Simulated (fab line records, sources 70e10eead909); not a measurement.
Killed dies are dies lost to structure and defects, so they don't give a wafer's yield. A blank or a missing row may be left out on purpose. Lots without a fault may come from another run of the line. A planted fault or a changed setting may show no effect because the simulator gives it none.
One fault seen from 2 desks | flow nand_harc | each desk has only its own numbers; what lay behind them comes last

THE TOOL OWNER'S DESK: rie_diel-12
The tool's own readings at NHARC_A_BONDPAD_ETCH_12 (etches the open film in CHF3/O2, target depth 220 nm, time 110 s): means of the sampled wafers that have a number, for each lot that ran on this tool. A lot is out of limits, marked OUT, if its mean lies more than 4 standard deviations from the usual mean; the brackets give that distance.
Columns: A = chamber_pressure_mTorr at NHARC_A_BONDPAD_ETCH_12, usual 24.999 mTorr; B = drypump_motor_current_A at NHARC_A_BONDPAD_ETCH_12, usual 5.6 A; C = oes_product_au at NHARC_A_BONDPAD_ETCH_12, usual 0.940 a.u.; D = rf_fwd_power_W at NHARC_A_BONDPAD_ETCH_12, usual 496.9 W; E = rf_vpp_V at NHARC_A_BONDPAD_ETCH_12, usual 370.2 V; F = showerhead_plenum_p_Torr at NHARC_A_BONDPAD_ETCH_12, usual 2.39 Torr; G = throttle_valve_pct at NHARC_A_BONDPAD_ETCH_12, usual 20.572 %
lot  | first seen here | A      | B   | C                | D               | E     | F    | G
L638 | day 19 15:32    | 25.020 | 6.5 | 0.920            | 497.8           | 370.3 | 2.41 | 20.578
L643 | day 20 11:56    | 25.018 | 6.0 | 0.853 (-4.1) OUT | 432.0 (-36) OUT | 373.0 | 2.52 | 20.578
L647 | day 21 22:42    | 24.983 | 5.6 | 0.779 (-7.7) OUT | 365.6 (-73) OUT | 372.8 | 2.49 | 20.575
This desk's finding: out of limits on L643, L647; first on L643, day 20 11:56 (oes_product_au at NHARC_A_BONDPAD_ETCH_12). In limits: L638.

THE METROLOGY DESK
What the gauges read, lot by lot, whatever tool the lot ran on: means of the sampled wafers that have a number. A lot is out of limits, marked OUT, if its mean lies more than 4 standard deviations from the usual mean; the brackets give that distance.
Columns: A = cd_nm at NHARC_A_BONDPAD_CD_MEAS_09, usual 500.9 nm; B = overlay_x_nm at NHARC_A_BONDPAD_OVL_MEAS_35, usual 1 nm; C = overlay_y_nm at NHARC_A_BONDPAD_OVL_MEAS_35, usual 2 nm; D = cd_nm at NHARC_A_BONDPAD_CD_MEAS_13, usual 500.1 nm
lot  | first seen here | A     | B  | C   | D
L636 | day 18 17:25    | 501.0 | 1  | -10 | 500.6
L638 | day 19 15:10    | 501.4 | 10 | 9   | 500.5
L643 | day 20 11:31    | 501.9 | 1  | -5  | 499.9
L647 | day 21 22:19    | 499.9 | -4 | 1   | 497.5
L655 | day 23 11:19    | 500.6 | 3  | -6  | 499.5
L656 | day 23 23:29    | 500.4 | -3 | -4  | 499.8
This desk's finding: nothing out of limits on any of the 6 lots.

PUT TOGETHER
The tool owner's desk could have raised an alarm at day 20 11:56, on L643, L647.
The metrology desk saw nothing out of limits.
The metrology desk has L643, L647 on record, within its limits.
Of the lots named, all ran NHARC_A_BONDPAD_ETCH_12 on rie_diel-12.

WHAT THE SIMULATOR HAD PUT IN
Process parameter drift: rie_diel-12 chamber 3, from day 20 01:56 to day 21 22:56, at NHARC_A_BONDPAD_ETCH_12. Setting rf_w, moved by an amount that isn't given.
Lots struck among those shown: L643, L647.
Hours from the fault's start to each desk's first reading out of limits: the tool owner's desk, 10.
